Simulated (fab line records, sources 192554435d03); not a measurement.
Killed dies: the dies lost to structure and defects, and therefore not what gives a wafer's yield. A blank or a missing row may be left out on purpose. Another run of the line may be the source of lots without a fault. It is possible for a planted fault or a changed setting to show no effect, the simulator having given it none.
Which tool did it? | flow n5-finfet | 24 lots, 72 wafers sampled, at 6 steps of a route of 1938

## WHAT THE GAUGES READ, wafer by wafer
N5_BEOL_M7_INSPECT_13: inspects for defects (brightfield). Usual: raw-defect-count at 474, with a standard deviation of 120.
lot  | measured     | on                | raw-defect-count | flag
L075 | day 9 19:41  | defect-inspect-02 | 519 496 623      |
L074 | day 10 00:43 | defect-inspect-01 | 401 407 338      |
L076 | day 10 13:38 | defect-inspect-02 | 522 493 515      |
L077 | day 10 21:44 | defect-inspect-01 | 485 472 463      |
L078 | day 10 23:40 | defect-inspect-02 | 527 767 485      |
L079 | day 11 00:56 | defect-inspect-02 | 341 378 359      |
L080 | day 11 03:08 | defect-inspect-01 | 338 416 303      |
L083 | day 11 06:50 | defect-inspect-01 | 468 386 496      |
L081 | day 12 04:50 | defect-inspect-02 | 291 541 434      |
L082 | day 12 12:29 | defect-inspect-02 | 468 647 484      |
L084 | day 12 12:40 | defect-inspect-02 | 410 548 468      |
L088 | day 12 18:06 | defect-inspect-02 | 420 499 663      |
L085 | day 12 20:55 | defect-inspect-01 | 761 372 894      |
L086 | day 13 08:51 | defect-inspect-01 | 498 383 364      |
L087 | day 13 12:28 | defect-inspect-02 | 464 660 592      |
L089 | day 13 19:58 | defect-inspect-02 | 473 493 561      |
L092 | day 13 23:26 | defect-inspect-01 | 446 566 558      |
L090 | day 13 23:03 | defect-inspect-01 | 398 522 362      |
L091 | day 14 05:16 | defect-inspect-01 | 425 451 412      |
L093 | day 14 10:28 | defect-inspect-02 | 389 510 488      |
L094 | day 14 16:08 | defect-inspect-01 | 343 316 331      |
L095 | day 15 01:53 | defect-inspect-01 | 569 470 513      |
L096 | day 15 18:50 | defect-inspect-01 | 294 255 393      |
L097 | day 15 22:43 | defect-inspect-01 | 665 652 460      |

N5_BEOL_M7_CD_MEAS_28: target cd 40 nm. Usual: cd-nm at 40.03 nm, with a standard deviation of 0.24.
lot  | measured     | on        | cd-nm (nm)        | flag
L075 | day 10 00:28 | cd-sem-01 | 39.81 39.82 39.97 |
L074 | day 10 03:52 | cd-sem-02 | 39.68 40.14 39.73 |
L076 | day 10 14:32 | cd-sem-03 | 39.95 40.22 40.01 |
L077 | day 10 22:40 | cd-sem-02 | 40.26 40.08 40.25 |
L078 | day 11 02:04 | cd-sem-03 | 40.00 39.91 39.68 |
L079 | day 11 02:02 | cd-sem-01 | 39.88 40.06 39.36 |
L080 | day 11 05:28 | cd-sem-03 | 40.21 39.86 39.92 |
L083 | day 11 10:08 | cd-sem-02 | 39.92 40.25 40.13 |
L081 | day 12 06:55 | cd-sem-02 | 39.88 39.97 39.93 |
L082 | day 12 13:32 | cd-sem-03 | 40.08 40.25 40.09 |
L084 | day 12 13:44 | cd-sem-03 | 40.16 40.08 40.00 |
L088 | day 12 19:31 | cd-sem-03 | 39.87 39.98 39.32 |
L085 | day 12 23:29 | cd-sem-01 | 40.05 40.25 40.38 |
L086 | day 13 09:56 | cd-sem-03 | 39.71 40.33 39.90 |
L087 | day 13 15:02 | cd-sem-02 | 40.17 39.91 40.12 |
L089 | day 13 21:35 | cd-sem-02 | 39.93 40.40 39.84 |
L092 | day 14 04:42 | cd-sem-03 | 39.88 39.93 39.82 |
L090 | day 14 04:39 | cd-sem-02 | 39.92 40.10 40.14 |
L091 | day 14 06:39 | cd-sem-02 | 39.85 40.49 40.08 |
L093 | day 14 12:17 | cd-sem-02 | 39.77 40.08 40.17 |
L094 | day 14 18:30 | cd-sem-02 | 39.97 39.78 40.08 |
L095 | day 15 03:23 | cd-sem-01 | 39.84 40.10 39.89 |
L096 | day 15 21:26 | cd-sem-01 | 40.07 39.43 39.89 |
L097 | day 16 01:13 | cd-sem-01 | 39.87 40.12 40.05 |

N5_BEOL_M7_OVL_MEAS_29. Usual: V6_OVL 0.1 nm, standard deviation 0.81.
lot  | measured     | on         | V6_OVL (nm)    | flag
L075 | day 10 00:29 | overlay-02 | 0.0 -0.5 0.1   |
L074 | day 10 03:55 | overlay-02 | -1.1 -0.4 1.2  |
L076 | day 10 14:34 | overlay-02 | -1.6 -0.8 -1.5 |
L077 | day 10 22:43 | overlay-02 | -0.6 1.3 0.4   |
L078 | day 11 02:07 | overlay-02 | 0.7 0.4 1.3    |
L079 | day 11 02:04 | overlay-01 | 0.2 -0.7 0.1   |
L080 | day 11 05:29 | overlay-02 | 0.0 1.9 0.7    |
L083 | day 11 10:10 | overlay-02 | -1.7 -0.7 -0.1 |
L081 | day 12 06:56 | overlay-02 | -0.7 0.7 -0.5  |
L082 | day 12 13:34 | overlay-01 | -1.0 0.4 -0.7  |
L084 | day 12 13:47 | overlay-01 | 0.3 0.0 -0.3   |
L088 | day 12 19:32 | overlay-02 | 0.2 -0.4 -0.4  |
L085 | day 12 23:31 | overlay-02 | 1.3 0.3 1.2    |
L086 | day 13 09:58 | overlay-01 | -0.3 -0.3 0.2  |
L087 | day 13 15:04 | overlay-01 | 0.7 -0.4 1.4   |
L089 | day 13 21:37 | overlay-01 | -0.5 -0.9 -0.5 |
L092 | day 14 04:44 | overlay-02 | 0.3 0.8 -0.1   |
L090 | day 14 04:41 | overlay-02 | 0.8 1.0 1.9    |
L091 | day 14 06:41 | overlay-01 | -0.4 0.1 -0.8  |
L093 | day 14 12:19 | overlay-02 | -0.7 0.6 0.5   |
L094 | day 14 18:32 | overlay-02 | 1.0 -0.5 0.4   |
L095 | day 15 03:25 | overlay-02 | 2.0 0.5 0.9    |
L096 | day 15 21:28 | overlay-01 | -0.5 0.7 -0.4  |
L097 | day 16 01:16 | overlay-01 | -1.0 -1.4 -1.3 |

## TOOL THAT RAN EACH LOT (tool first, then ch and the chambers of the sampled wafers, then the start)
lot  | N5_BEOL_M6_VIA_ETCH_34             | N5_BEOL_M6_CURE_75            | N5_BEOL_M7_ETCH_61
L075 | rie-diel-06 ch 2,3, day 9 15:08    | uv-cure-01 ch 2, day 9 15:35  | rie-diel-02 ch 0,1,3, day 9 22:02
L074 | rie-diel-03 ch 0,2,3, day 9 18:31  | uv-cure-01 ch 2, day 9 19:04  | rie-diel-02 ch 0,2,3, day 10 01:49
L076 | rie-diel-03 ch 0,1,3, day 10 07:46 | uv-cure-03 ch 2, day 10 08:20 | rie-diel-02 ch 0,1,3, day 10 13:46
L077 | rie-diel-06 ch 2,3, day 10 14:46   | uv-cure-02 ch 1, day 10 15:38 | rie-diel-04 ch 0,3, day 10 21:49
L078 | rie-diel-01 ch 0,1, day 10 17:43   | uv-cure-02 ch 1, day 10 19:38 | rie-diel-05 ch 0,2,3, day 10 23:55
L079 | rie-diel-06 ch 0,2,3, day 10 19:54 | uv-cure-03 ch 1, day 10 21:24 | rie-diel-05 ch 0,3, day 11 01:01
L080 | rie-diel-01 ch 0,1,2, day 10 22:17 | uv-cure-02 ch 1, day 10 22:46 | rie-diel-04 ch 0,1,3, day 11 03:18
L083 | rie-diel-01 ch 1,2,3, day 11 02:11 | uv-cure-02 ch 2, day 11 02:47 | rie-diel-04 ch 0,1, day 11 07:13
L081 | rie-diel-03 ch 1,3, day 11 21:35   | uv-cure-02 ch 2, day 11 22:17 | rie-diel-05 ch 2,3, day 12 04:56
L082 | rie-diel-01 ch 0,1,3, day 12 07:13 | uv-cure-03 ch 2, day 12 07:53 | rie-diel-02 ch 1,2,3, day 12 12:34
L084 | rie-diel-06 ch 0,1,2, day 12 07:20 | uv-cure-02 ch 0, day 12 08:11 | rie-diel-04 ch 0,2,3, day 12 12:44
L088 | rie-diel-03 ch 0,1,2, day 12 11:50 | uv-cure-03 ch 0, day 12 12:16 | rie-diel-02 ch 1,2,3, day 12 18:16
L085 | rie-diel-01 ch 0,3, day 12 13:57   | uv-cure-02 ch 2, day 12 14:26 | rie-diel-05 ch 2,3, day 12 20:59
L086 | rie-diel-03 ch 0,1,3, day 13 02:07 | uv-cure-03 ch 0, day 13 02:39 | rie-diel-05 ch 1,2, day 13 09:10
L087 | rie-diel-01 ch 0,2,3, day 13 06:59 | uv-cure-02 ch 0, day 13 07:38 | rie-diel-04 ch 0,1,2, day 13 12:35
L089 | rie-diel-06 ch 0,1, day 13 15:13   | uv-cure-03 ch 0, day 13 15:42 | rie-diel-05 ch 1,2, day 13 20:16
L092 | rie-diel-06 ch 1,2, day 13 17:46   | uv-cure-02 ch 2, day 13 18:12 | rie-diel-02 ch 0,3, day 13 23:46
L090 | rie-diel-06 ch 0,1,3, day 13 18:10 | uv-cure-02 ch 0, day 13 18:48 | rie-diel-04 ch 0,1,3, day 13 23:07
L091 | rie-diel-01 ch 0,1,3, day 13 22:12 | uv-cure-01 ch 0, day 13 22:38 | rie-diel-02 ch 0,1,2, day 14 05:47
L093 | rie-diel-01 ch 0,1,3, day 14 05:03 | uv-cure-02 ch 1, day 14 05:50 | rie-diel-04 ch 1,2,3, day 14 10:32
L094 | rie-diel-03 ch 0,2,3, day 14 09:02 | uv-cure-03 ch 2, day 14 09:29 | rie-diel-04 ch 1,2,3, day 14 16:12
L095 | rie-diel-06 ch 0,1,3, day 14 19:21 | uv-cure-02 ch 1, day 14 20:00 | rie-diel-02 ch 2,3, day 15 01:58
L096 | rie-diel-01 ch 1,2, day 15 12:49   | uv-cure-01 ch 2, day 15 13:22 | rie-diel-02 ch 0,1, day 15 19:38
L097 | rie-diel-01 ch 0,1,2, day 15 17:41 | uv-cure-02 ch 1, day 15 18:10 | rie-diel-04 ch 0,1,3, day 15 22:47
- N5_BEOL_M6_VIA_ETCH_34: etches SiCOH lowk in C4F6/O2, target depth 126.3 nm, time 50.9 s.
- N5_BEOL_M6_CURE_75: cures SiCOH lowk, time 120 s.
- N5_BEOL_M7_ETCH_61: etches SiARC in CF4, target depth 45.5 nm, time 75.8 s.

## WHAT THE TOOLS THEMSELVES READ (means of the sampled wafers that have a number; where no wafer has one, the mark that the record gives instead)
N5_BEOL_M6_VIA_ETCH_34. Usual: drypump-motor-current-A 5.7 A, standard deviation 0.39; oes-product-au 0.80 a.u., standard deviation 0.1; rf-vpp-V 668 V, standard deviation 9.3; showerhead-plenum-p-Torr 2.85 Torr, standard deviation 0.11; throttle-valve-pct 20.93 %, standard deviation 0.24.
lot  | tool        | drypump-motor-current-A (A) | oes-product-au (a.u.) | rf-vpp-V (V) | showerhead-plenum-p-Torr (Torr) | throttle-valve-pct (%) | flag
L075 | rie-diel-06 | 5.5                         | 0.92                  | 668          | 2.83                            | 20.97                  |
L074 | rie-diel-03 | 5.9                         | 0.80                  | 675          | 2.92                            | 20.91                  |
L076 | rie-diel-03 | 5.9                         | 0.84                  | 670          | 2.88                            | 20.90                  |
L077 | rie-diel-06 | 5.4                         | 0.91                  | 675          | 2.86                            | 20.79                  |
L078 | rie-diel-01 | 5.4                         | 0.70                  | 665          | 2.78                            | 21.28                  |
L079 | rie-diel-06 | 5.8                         | 0.85                  | 675          | 2.81                            | 20.90                  |
L080 | rie-diel-01 | 5.6                         | 0.69                  | 661          | 2.82                            | 21.15                  |
L083 | rie-diel-01 | 5.6                         | 0.69                  | 660          | 2.78                            | 21.14                  |
L081 | rie-diel-03 | 6.3                         | 0.84                  | 673          | 2.96                            | 20.85                  |
L082 | rie-diel-01 | 5.4                         | 0.70                  | 667          | 2.81                            | 21.12                  |
L084 | rie-diel-06 | 5.8                         | 0.84                  | 671          | 2.79                            | 20.65                  |
L088 | rie-diel-03 | 5.6                         | 0.83                  | 669          | 2.89                            | 21.01                  |
L085 | rie-diel-01 | 5.5                         | 0.71                  | 671          | 2.89                            | 20.95                  |
L086 | rie-diel-03 | 5.9                         | 0.80                  | 670          | 2.87                            | 20.93                  |
L087 | rie-diel-01 | 5.6                         | 0.68                  | 663          | 2.84                            | 20.99                  |
L089 | rie-diel-06 | 6.2                         | 0.77                  | 670          | 2.74                            | 20.77                  |
L092 | rie-diel-06 | 5.4                         | 0.87                  | 671          | 2.84                            | 20.56                  |
L090 | rie-diel-06 | 5.8                         | 0.81                  | 665          | 2.75                            | 20.85                  |
L091 | rie-diel-01 | 5.4                         | 0.79                  | 671          | 2.92                            | 21.02                  |
L093 | rie-diel-01 | 5.4                         | 0.78                  | 670          | 2.92                            | 21.01                  |
L094 | rie-diel-03 | 5.9                         | 0.77                  | 674          | 2.90                            | 20.95                  |
L095 | rie-diel-06 | 5.8                         | 0.79                  | 664          | 2.75                            | 20.86                  |
L096 | rie-diel-01 | 5.5                         | 0.92                  | 664          | 2.95                            | 20.99                  |
L097 | rie-diel-01 | 5.6                         | 0.84                  | 663          | 2.91                            | 20.94                  |

N5_BEOL_M6_CURE_75. Usual: lamp-power-pct 52.32 %, standard deviation 0.058; wafer_temp_C_max 371.9, standard deviation 0.45.
lot  | tool       | lamp-power-pct (%) | wafer_temp_C_max | flag
L075 | uv-cure-01 | 52.31              | 371.7            |
L074 | uv-cure-01 | 52.30              | 371.9            |
L076 | uv-cure-03 | 52.33              | 372.0            |
L077 | uv-cure-02 | 52.33              | 371.8            |
L078 | uv-cure-02 | 52.30              | 371.9            |
L079 | uv-cure-03 | 52.32              | 371.0            |
L080 | uv-cure-02 | 52.27              | 371.7            |
L083 | uv-cure-02 | 52.31              | 371.9            |
L081 | uv-cure-02 | 52.32              | 371.9            |
L082 | uv-cure-03 | 52.34              | 372.1            |
L084 | uv-cure-02 | 52.27              | 371.2            |
L088 | uv-cure-03 | 52.30              | 371.9            |
L085 | uv-cure-02 | 52.35              | 372.1            |
L086 | uv-cure-03 | 52.31              | 372.3            |
L087 | uv-cure-02 | 52.35              | 371.6            |
L089 | uv-cure-03 | 52.31              | 372.1            |
L092 | uv-cure-02 | 52.34              | 372.2            |
L090 | uv-cure-02 | 52.36              | 371.5            |
L091 | uv-cure-01 | 52.37              | 371.7            |
L093 | uv-cure-02 | 52.33              | 372.1            |
L094 | uv-cure-03 | 52.32              | 371.9            |
L095 | uv-cure-02 | 52.30              | 371.9            |
L096 | uv-cure-01 | 52.33              | 371.9            |
L097 | uv-cure-02 | 52.30              | 371.9            |

N5_BEOL_M7_ETCH_61. Usual: drypump-motor-current-A 5.6 A, standard deviation 0.47; etch-rf-on-time-s 75.4 s, standard deviation 1.6; oes-product-au 0.69 a.u., standard deviation 0.071; rf-vpp-V 184.1 V, standard deviation 1.3; showerhead-plenum-p-Torr 2.15 Torr, standard deviation 0.084; throttle-valve-pct 15.68 %, standard deviation 0.2.
lot  | tool        | drypump-motor-current-A (A) | etch-rf-on-time-s (s) | oes-product-au (a.u.) | rf-vpp-V (V) | showerhead-plenum-p-Torr (Torr) | throttle-valve-pct (%) | flag
L075 | rie-diel-02 | 5.5                         | 73.6                  | 0.73                  | 184.0        | 2.11                            | 15.70                  |
L074 | rie-diel-02 | 5.7                         | 74.9                  | 0.71                  | 184.8        | 2.16                            | 15.63                  |
L076 | rie-diel-02 | 5.5                         | 74.5                  | 0.72                  | 183.5        | 2.11                            | 15.71                  |
L077 | rie-diel-04 | 5.7                         | 75.3                  | 0.69                  | 183.9        | 2.13                            | 15.68                  |
L078 | rie-diel-05 | 5.6                         | 75.5                  | 0.66                  | 184.2        | 2.12                            | 15.63                  |
L079 | rie-diel-05 | 5.6                         | 75.8                  | 0.63                  | 183.4        | 2.10                            | 15.66                  |
L080 | rie-diel-04 | 5.4                         | 75.9                  | 0.66                  | 184.1        | 2.14                            | 15.67                  |
L083 | rie-diel-04 | 4.9                         | 76.3                  | 0.69                  | 185.3        | 2.21                            | 15.53                  |
L081 | rie-diel-05 | 5.8                         | 76.1                  | 0.69                  | 185.0        | 2.19                            | 15.54                  |
L082 | rie-diel-02 | 5.5                         | 73.9                  | 0.75                  | 184.4        | 2.15                            | 15.60                  |
L084 | rie-diel-04 | 5.7                         | 75.3                  | 0.70                  | 184.3        | 2.19                            | 15.72                  |
L088 | rie-diel-02 | 5.5                         | 74.4                  | 0.74                  | 184.8        | 2.15                            | 15.62                  |
L085 | rie-diel-05 | 5.8                         | 75.3                  | 0.69                  | 184.4        | 2.19                            | 15.55                  |
L086 | rie-diel-05 | 5.8                         | 77.0                  | 0.63                  | 182.4        | 2.08                            | 15.78                  |
L087 | rie-diel-04 | 5.4                         | 74.6                  | 0.76                  | 184.3        | 2.20                            | 15.56                  |
L089 | rie-diel-05 | 5.8                         | 77.8                  | 0.63                  | 183.5        | 2.08                            | 15.79                  |
L092 | rie-diel-02 | 5.7                         | 74.2                  | 0.69                  | 182.9        | 2.09                            | 15.70                  |
L090 | rie-diel-04 | 5.4                         | 76.0                  | 0.73                  | 184.7        | 2.13                            | 15.55                  |
L091 | rie-diel-02 | 5.5                         | 75.6                  | 0.67                  | 184.5        | 2.16                            | 15.76                  |
L093 | rie-diel-04 | 5.8                         | 75.8                  | 0.71                  | 184.2        | 2.13                            | 15.71                  |
L094 | rie-diel-04 | 5.9                         | 75.7                  | 0.72                  | 184.8        | 2.13                            | 15.73                  |
L095 | rie-diel-02 | 5.8                         | 74.9                  | 0.71                  | 185.0        | 2.19                            | 15.58                  |
L096 | rie-diel-02 | 5.5                         | 74.6                  | 0.63                  | 183.4        | 2.11                            | 15.91                  |
L097 | rie-diel-04 | 5.4                         | 75.1                  | 0.72                  | 184.4        | 2.13                            | 15.58                  |

## THE ANSWER, worked out from the rows above alone
Rule: a lot counts as off when the mean over its wafers that have a number is more than 3 standard deviations away from the usual mean. Also off: a lot with no number at a reading for which 4 or more lots have one. Any other lot the step has rows for is counted as sound. After the gauges, taken in route order, come the tools' own readings; for these a lot's mean is taken, as printed above. At the first step where some lot is off, the reading lying furthest off is the one used; lots without a number count as furthest.
Across all readings shown, no lot is off: no conclusion can be drawn from this.

## WHAT THE SIMULATOR PUT IN
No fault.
